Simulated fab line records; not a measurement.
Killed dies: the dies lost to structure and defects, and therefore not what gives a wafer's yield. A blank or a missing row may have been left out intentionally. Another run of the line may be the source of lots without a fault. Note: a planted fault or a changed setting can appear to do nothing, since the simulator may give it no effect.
Matching of chambers + flow n5 finfet + N5_BEOL_M4_STRIP_66 on rie diel-02: 4 sister chambers
The step strips in CF4. 4 wafers are shown with their chamber, then 10 later ones without.

== WAFERS, EACH WITH ITS CHAMBER ==
| wafer  | chamber | drypump motor current A (A) |
|--------|---------|-----------------------------|
| L089.3 | 0       | 6.3                         |
| L089.5 | 2       | 5.2                         |
| L090.1 | 3       | 5.7                         |
| L090.2 | 1       | 5.5                         |

== WAFERS WITH NO CHAMBER GIVEN ==
| wafer  | drypump motor current A (A) |
|--------|-----------------------------|
| L090.4 | 6.3                         |
| L092.3 | 5.4                         |
| L092.4 | 6.3                         |
| L092.5 | 5.2                         |
| L096.3 | 5.5                         |
| L096.5 | 6.3                         |
| L096.6 | 5.7                         |
| L097.1 | 5.7                         |
| L097.3 | 6.3                         |
| L097.5 | 5.7                         |

== EACH ONE'S CHAMBER ==
| wafer  | from the rows above | in truth |
|--------|---------------------|----------|
| L090.4 | 0                   | 0        |
| L092.3 | 1                   | 1        |
| L092.4 | 0                   | 0        |
| L092.5 | 2                   | 2        |
| L096.3 | 1                   | 1        |
| L096.5 | 0                   | 0        |
| L096.6 | 3                   | 3        |
| L097.1 | 3                   | 3        |
| L097.3 | 0                   | 0        |
| L097.5 | 3                   | 3        |
10 of 10 placed correctly. From these rows, 0 cannot be placed. Wrongly placed: 0.
How it was worked out, from the rows above alone: a wafer's distance from a chamber is the root of the sum, over the readings, of the square of ((its reading less the chamber's mean) divided by the reading's scatter). If the next closest chamber is less than 2 further off than the closest, the wafer can't be placed; otherwise it belongs to the closest. A chamber's mean is the mean of its shown wafers. The scatter: with one shown wafer a chamber, the root of the mean of the squares of how far each hidden wafer lies from its nearest shown one.
